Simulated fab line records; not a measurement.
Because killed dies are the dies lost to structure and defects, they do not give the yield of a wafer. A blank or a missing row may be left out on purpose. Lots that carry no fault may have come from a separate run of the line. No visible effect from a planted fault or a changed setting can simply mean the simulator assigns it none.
Chamber matching | flow nand_harc | NHARC_P_M0_DESCUM_14 on rie_diel-01 has 4 sister chambers
The step chemistry O2, time 3 s. 7 wafers are shown with their chamber, then 7 later ones without.

## WAFERS, EACH WITH ITS CHAMBER
wafer  | chamber | drypump_motor_current_A (A) | rf_vpp_V (V)
L085.4 | 0       | 6.3                         | 57.7
L085.5 | 3       | 5.5                         | 57.6
L091.2 | 1       | 5.6                         | 57.7
L091.3 | 2       | 5.1                         | 58.3
L091.4 | 3       | 5.5                         | 57.1
L090.1 | 2       | 5.1                         | 58.2
L090.2 | 0       | 6.4                         | 58.2

## WAFERS WITH NO CHAMBER GIVEN
wafer  | drypump_motor_current_A (A) | rf_vpp_V (V)
L090.5 | 6.4                         | 58.4
L096.1 | 5.6                         | 58.3
L096.2 | 5.1                         | 57.0
L096.4 | 6.4                         | 57.6
L097.2 | 5.6                         | 57.5
L097.3 | 6.3                         | 57.8
L097.5 | 6.4                         | 57.9

## CHAMBER TAKEN BY EACH
wafer  | from the rows above     | in truth
L090.5 | 0                       | 0
L096.1 | 1                       | 1
L096.2 | 2                       | 2
L096.4 | 0                       | 0
L097.2 | can't be placed: 1 or 3 | 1
L097.3 | 0                       | 0
L097.5 | 0                       | 0
6 of 7 placed correctly. Cannot be placed on the basis of these rows: 1; the candidates contain the true chamber in 1. 0 placed wrongly.
How it was worked out, from the rows above alone: a wafer's distance from a chamber is the root of the sum, over the readings, of the square of ((its reading less the chamber's mean) divided by the reading's scatter). If the next closest chamber is less than 2 further off than the closest, the wafer can't be placed; otherwise it belongs to the closest. A chamber's mean is the mean of its shown wafers. The scatter is the square root of a quotient: the sum, over the shown wafers, of each reading's squared deviation from its chamber's mean, divided by wafers minus chambers.
